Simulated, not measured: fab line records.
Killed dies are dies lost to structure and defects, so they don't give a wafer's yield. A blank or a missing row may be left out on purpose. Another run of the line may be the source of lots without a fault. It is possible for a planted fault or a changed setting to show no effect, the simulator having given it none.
What tool caused it? + flow n5-finfet + 27 wafers from 9 lots sampled at 5 of the route's 1938 steps

WHAT THE GAUGES READ, wafer by wafer
N5_BEOL_M4_RC_MEAS_101.
| lot  | measured     | on        | DIBL_N (mV/V)  | DIBL_P (mV/V)  | IOFF_N (nA/um)    | IOFF_P (nA/um)    | ION_N (uA/um) | ION_P (uA/um) | RS_PWELL (ohm/sq) | SS_N (mV/dec)  | SS_P (mV/dec)  | VT_N (mV)         | VT_P (mV)      |
|------|--------------|-----------|----------------|----------------|-------------------|-------------------|---------------|---------------|-------------------|----------------|----------------|-------------------|----------------|
| L924 | day 8 03:10  | prober-01 | 38.3 36.7 36.8 | 37.0 34.9 34.5 | 0.170 0.139 0.136 | 0.252 0.215 0.199 | 673 661 669   | 472 462 468   | 3034 3013 3016    | 71.9 71.2 70.9 | 73.3 73.9 73.2 | 252.2 254.3 253.8 | -249 -248 -249 |
| L925 | day 8 15:29  | prober-01 | 37.4 34.2 36.5 | 38.1 34.8 38.0 | 0.189 0.134 0.174 | 0.216 0.174 0.213 | 673 666 676   | 455 453 461   | 3003 3008 2987    | 72.7 71.4 72.3 | 73.7 73.3 73.4 | 247.7 251.4 250.6 | -251 -255 -251 |
| L928 | day 9 09:45  | prober-02 | 35.2 37.9 36.1 | 34.1 36.5 35.4 | 0.142 0.191 0.153 | 0.178 0.215 0.193 | 667 691 671   | 462 463 459   | 2999 2986 3001    | 71.2 72.1 71.2 | 73.3 73.6 73.2 | 253.4 248.8 251.1 | -255 -253 -253 |
| L929 | day 9 16:14  | prober-02 | 33.4 35.9 33.5 | 33.0 36.4 33.4 | 0.120 0.169 0.123 | 0.162 0.212 0.164 | 675 688 666   | 459 473 457   | 2988 2961 3018    | 71.2 72.3 71.3 | 72.3 73.6 72.5 | 252.0 247.8 251.7 | -251 -249 -254 |
| L932 | day 11 00:24 | prober-02 | 38.6 36.2 37.8 | 37.9 34.9 37.6 | 0.185 0.140 0.179 | 0.256 0.201 0.246 | 682 674 683   | 467 464 475   | 3161 3172 3134    | 72.0 71.2 71.0 | 74.1 73.1 73.8 | 248.0 251.5 251.6 | -250 -250 -249 |
| L935 | day 11 08:19 | prober-02 | 35.3 36.1 35.1 | 34.8 35.7 34.3 | 0.152 0.169 0.143 | 0.225 0.241 0.211 | 682 677 679   | 475 469 467   | 3118 3153 3131    | 71.4 71.4 71.5 | 72.7 73.3 72.6 | 248.2 247.0 249.3 | -247 -247 -250 |
| L942 | day 12 21:46 | prober-02 | 37.2 37.7 38.3 | 37.0 38.1 38.3 | 0.176 0.195 0.203 | 0.219 0.232 0.244 | 682 694 682   | 461 469 465   | 3000 3001 3026    | 71.7 71.5 71.7 | 73.5 73.2 73.7 | 249.3 247.1 246.3 | -250 -251 -250 |
| L943 | day 13 02:41 | prober-02 | 38.5 38.7 38.1 | 38.0 37.9 37.6 | 0.175 0.184 0.174 | 0.240 0.244 0.248 | 681 666 685   | 464 460 471   | 3040 3040 3030    | 71.3 71.4 71.4 | 74.3 74.3 74.0 | 250.5 248.6 247.6 | -247 -248 -247 |
| L945 | day 13 22:22 | prober-02 | 35.7 33.3 35.0 | 37.9 34.6 36.6 | 0.170 0.127 0.151 | 0.230 0.184 0.217 | 681 675 675   | 472 467 465   | 2990 2976 2992    | 72.5 71.0 71.1 | 73.4 72.6 73.3 | 250.1 252.1 250.0 | -248 -251 -249 |

EACH LOT AND THE TOOL THAT RAN IT (in order: tool; ch and the chambers of the sampled wafers; start)
| lot  | N5_ZERO_LAYER_STRIP_24              | N5_WELL_APT_DESCUM_30             | N5_WELL_APT_IMPLANT_31         | N5_PMOS_HMC_CHANNEL_EPI_STRIP_33  |
|------|-------------------------------------|-----------------------------------|--------------------------------|-----------------------------------|
| L924 | plasma-asher-01 ch 0,1, day 1 19:12 | rie-diel-05 ch 0,1,3, day 1 21:44 | implanter-01 ch 0, day 1 21:50 | rie-diel-04 ch 0,1,2, day 2 00:02 |
| L925 | plasma-asher-02 ch 0,1, day 2 01:02 | rie-diel-01 ch 1,2, day 2 03:01   | implanter-01 ch 0, day 2 03:10 | rie-diel-04 ch 0,2, day 2 05:20   |
| L928 | plasma-asher-02 ch 0,1, day 2 19:09 | rie-diel-02 ch 1,2, day 2 21:52   | implanter-01 ch 0, day 2 21:59 | rie-diel-04 ch 0,3, day 3 00:27   |
| L929 | plasma-asher-01 ch 0,1, day 3 00:59 | rie-diel-02 ch 0,1, day 3 02:52   | implanter-02 ch 0, day 3 02:58 | rie-diel-06 ch 0,1,2, day 3 05:37 |
| L932 | plasma-asher-02 ch 0,1, day 3 18:53 | rie-diel-02 ch 0,1, day 3 23:28   | implanter-01 ch 0, day 3 23:35 | rie-diel-06 ch 0,1,3, day 4 01:50 |
| L935 | plasma-asher-02 ch 0,1, day 4 12:58 | rie-diel-02 ch 0,2,3, day 4 14:56 | implanter-01 ch 0, day 4 15:05 | rie-diel-06 ch 0,1, day 4 17:59   |
| L942 | plasma-asher-02 ch 0,1, day 6 06:53 | rie-diel-01 ch 2,3, day 6 09:08   | implanter-02 ch 0, day 6 09:14 | rie-diel-06 ch 2,3, day 6 12:30   |
| L943 | plasma-asher-02 ch 0,1, day 6 15:50 | rie-diel-02 ch 0,1,2, day 6 17:46 | implanter-02 ch 0, day 6 17:52 | rie-diel-03 ch 2,3, day 6 20:05   |
| L945 | plasma-asher-01 ch 0,1, day 7 00:53 | rie-diel-02 ch 0,2,3, day 7 02:46 | implanter-02 ch 0, day 7 02:52 | rie-diel-04 ch 0,2,3, day 7 05:54 |
- N5_ZERO_LAYER_STRIP_24: strips in O2.
- N5_WELL_APT_DESCUM_30: chemistry O2, time 7.9 s.
- N5_WELL_APT_IMPLANT_31
- N5_PMOS_HMC_CHANNEL_EPI_STRIP_33: strips in N2/H2.

WHAT THE TOOLS THEMSELVES READ (means of the sampled wafers that have a number; where no wafer has one, the mark that the record gives instead)
N5_ZERO_LAYER_STRIP_24.
| lot  | tool            | drypump-motor-current-A (A) | heater-power-w (W) | oes-product-au (a.u.) | strip-time-to-endpoint-s (s) |
|------|-----------------|-----------------------------|--------------------|-----------------------|------------------------------|
| L924 | plasma-asher-01 | 6.1                         | 341                | 0.644                 | 43.80                        |
| L925 | plasma-asher-02 | 5.4                         | 323                | 0.647                 | 43.79                        |
| L928 | plasma-asher-02 | 5.4                         | 319                | 0.648                 | 43.96                        |
| L929 | plasma-asher-01 | 5.8                         | 365                | 0.649                 | 43.95                        |
| L932 | plasma-asher-02 | 5.3                         | 305                | 0.647                 | 43.80                        |
| L935 | plasma-asher-02 | 5.3                         | 309                | 0.646                 | 43.78                        |
| L942 | plasma-asher-02 | 5.3                         | 307                | 0.647                 | 43.83                        |
| L943 | plasma-asher-02 | 5.3                         | 322                | 0.647                 | 43.85                        |
| L945 | plasma-asher-01 | 6.1                         | 337                | 0.648                 | 43.91                        |

N5_WELL_APT_DESCUM_30.
| lot  | tool        | drypump-motor-current-A (A) | oes-product-au (a.u.) | rf-fwd-power-W (W) | rf-vpp-V (V) | showerhead-plenum-p-Torr (Torr) | throttle-valve-pct (%) |
|------|-------------|-----------------------------|-----------------------|--------------------|--------------|---------------------------------|------------------------|
| L924 | rie-diel-05 | 5.6                         | 0.74                  | 49.73              | 242.9        | 2.087                           | 20.52                  |
| L925 | rie-diel-01 | 5.7                         | 0.70                  | 49.66              | 242.8        | 2.076                           | 20.68                  |
| L928 | rie-diel-02 | 6.0                         | 0.76                  | 49.60              | 243.8        | 2.098                           | 20.56                  |
| L929 | rie-diel-02 | 5.8                         | 0.80                  | 49.71              | 242.1        | 2.062                           | 20.35                  |
| L932 | rie-diel-02 | 5.8                         | 0.80                  | 49.86              | 243.2        | 2.061                           | 20.35                  |
| L935 | rie-diel-02 | 5.9                         | 0.79                  | 49.70              | 242.9        | 2.080                           | 20.48                  |
| L942 | rie-diel-01 | 5.1                         | 0.72                  | 49.66              | 243.1        | 2.070                           | 20.64                  |
| L943 | rie-diel-02 | 5.9                         | 0.76                  | 49.70              | 242.4        | 2.071                           | 20.48                  |
| L945 | rie-diel-02 | 5.9                         | 0.77                  | 49.54              | 242.6        | 2.073                           | 20.50                  |

N5_WELL_APT_IMPLANT_31.
| lot  | tool         | dose-ions-cm2 | faraday-current-uA |
|------|--------------|---------------|--------------------|
| L924 | implanter-01 | 1.5014e+13    | 192                |
| L925 | implanter-01 | 1.4998e+13    | 188                |
| L928 | implanter-01 | 1.4986e+13    | 191                |
| L929 | implanter-02 | 1.4991e+13    | 195                |
| L932 | implanter-01 | 1.4042e+13    | 178                |
| L935 | implanter-01 | 1.4034e+13    | 174                |
| L942 | implanter-02 | 1.4981e+13    | 191                |
| L943 | implanter-02 | 1.5020e+13    | 190                |
| L945 | implanter-02 | 1.5024e+13    | 194                |

N5_PMOS_HMC_CHANNEL_EPI_STRIP_33.
| lot  | tool        | drypump-motor-current-A (A) | oes-product-au (a.u.) | rf-vpp-V (V) | showerhead-plenum-p-Torr (Torr) | throttle-valve-pct (%) |
|------|-------------|-----------------------------|-----------------------|--------------|---------------------------------|------------------------|
| L924 | rie-diel-04 | 5.8                         | 0.76                  | 54.6         | 3.37                            | 19.3                   |
| L925 | rie-diel-04 | 5.9                         | 0.80                  | 53.2         | 3.30                            | 19.4                   |
| L928 | rie-diel-04 | 6.0                         | 0.73                  | 51.4         | 3.35                            | 19.2                   |
| L929 | rie-diel-06 | 5.6                         | 0.77                  | 54.8         | 3.41                            | 19.1                   |
| L932 | rie-diel-06 | 5.8                         | 0.70                  | 55.8         | 3.42                            | 19.1                   |
| L935 | rie-diel-06 | 5.9                         | 0.70                  | 55.3         | 3.38                            | 19.3                   |
| L942 | rie-diel-06 | 5.6                         | 0.72                  | 55.0         | 3.43                            | 19.0                   |
| L943 | rie-diel-03 | 6.3                         | 0.91                  | 54.3         | 3.36                            | 18.9                   |
| L945 | rie-diel-04 | 5.8                         | 0.77                  | 55.8         | 3.32                            | 19.2                   |

THE ANSWER, worked out from the rows above alone
Rule: usual is defined by the lots themselves. The widest of any qualifying gaps counts: lots, ordered by their means at a reading, are off when they make up no more than a third of the lots, leave a main group of 4 or more, and stand apart from it by 3 or more times the standard deviation of that group's means. The tables above print the reading to a certain number of digits; a main group whose means all agree to those digits is not used. A lot without any number at a reading at which 4 lots or more have one is off too. Any other lot the step has rows for is counted as sound. Order of review: gauges by route order, followed by the tools' own readings, for which a lot's mean as printed above is used. The first step at which some lot is off is used, and at that step the reading that is off furthest; a lot without a number counts as furthest.
Off: L932, L935, seen at N5_BEOL_M4_RC_MEAS_101 (RS_PWELL). For the main group the mean is 3005 ohm/sq and the standard deviation 17.
If a tool, at a process step before that reading, ran all the lots that are off and no sound lot after the first of them, it fits. The gauges at N5_BEOL_M4_RC_MEAS_101 aren't tried: what is off there is off at N5_WELL_APT_IMPLANT_31 too, on other tools, and a gauge's error can't cause that. One fits: N5_WELL_APT_IMPLANT_31 on implanter-01. A fault onset in the window from L928 (day 2 21:59, its last sound lot) to L932 (day 3 23:35, its first lot off) fits.
The tool's own readings at N5_WELL_APT_IMPLANT_31 bear it out: on the lots that are off they differ by more than 5 times the standard deviation of the sound lots' means. dose-ions-cm2 reads 1.4038e+13 there against 1.5002e+13 on the sound lots; faraday-current-uA reads 176 there against 192 on the sound lots.

WHAT THE SIMULATOR PUT IN
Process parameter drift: implanter-01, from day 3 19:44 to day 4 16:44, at N5_WELL_APT_IMPLANT_31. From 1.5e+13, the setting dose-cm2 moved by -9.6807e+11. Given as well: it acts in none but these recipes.
Lots struck among those shown: L932, L935. The rule given above showed the same thing.
